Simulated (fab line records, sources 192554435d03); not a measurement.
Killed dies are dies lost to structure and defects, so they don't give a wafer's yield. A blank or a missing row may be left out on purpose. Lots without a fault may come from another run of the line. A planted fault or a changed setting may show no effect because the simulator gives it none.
Chamber matching | flow n5_finfet | N5_FIN_SAQP_STRIP_77 on rie_diel-05: 4 sister chambers
The step strips in N2/H2, time 90 s. 8 wafers are shown with their chamber, then 8 later ones without.

WAFERS WITH THEIR CHAMBER
wafer  | chamber | showerhead_plenum_p_Torr (Torr) | throttle_valve_pct (%)
L083.1 | 3       | 3.31                            | 11.87
L083.6 | 2       | 3.45                            | 11.82
L087.2 | 0       | 3.47                            | 11.97
L087.4 | 3       | 3.31                            | 11.88
L090.1 | 2       | 3.44                            | 11.88
L090.2 | 0       | 3.46                            | 11.99
L090.4 | 1       | 3.51                            | 12.46
L091.1 | 1       | 3.51                            | 12.47

WAFERS WITHOUT THEIR CHAMBER
wafer  | showerhead_plenum_p_Torr (Torr) | throttle_valve_pct (%)
L091.3 | 3.44                            | 11.87
L091.4 | 3.46                            | 12.00
L093.1 | 3.44                            | 11.86
L093.2 | 3.30                            | 11.91
L093.6 | 3.46                            | 12.00
L094.2 | 3.46                            | 12.02
L094.5 | 3.44                            | 11.90
L094.6 | 3.50                            | 12.47

WHICH CHAMBER EACH WENT THROUGH
wafer  | from the rows above | in truth
L091.3 | 2                   | 2
L091.4 | 0                   | 0
L093.1 | 2                   | 2
L093.2 | 3                   | 3
L093.6 | 0                   | 0
L094.2 | 0                   | 0
L094.5 | 2                   | 2
L094.6 | 1                   | 1
Placed correctly: 8 of 8. Can't be placed from these rows: 0. Placed wrongly: 0.
How it was worked out, from the rows above alone: a wafer's distance from a chamber is the root of the sum, over the readings, of the square of ((its reading less the chamber's mean) divided by the reading's scatter). The wafer belongs to the nearest chamber; if the next one is less than 2 further off, it can't be placed. A chamber's mean is the mean of its shown wafers. The scatter: the root of (the sum of the squares of (reading less its chamber's mean) over the shown wafers, divided by (wafers less chambers)).
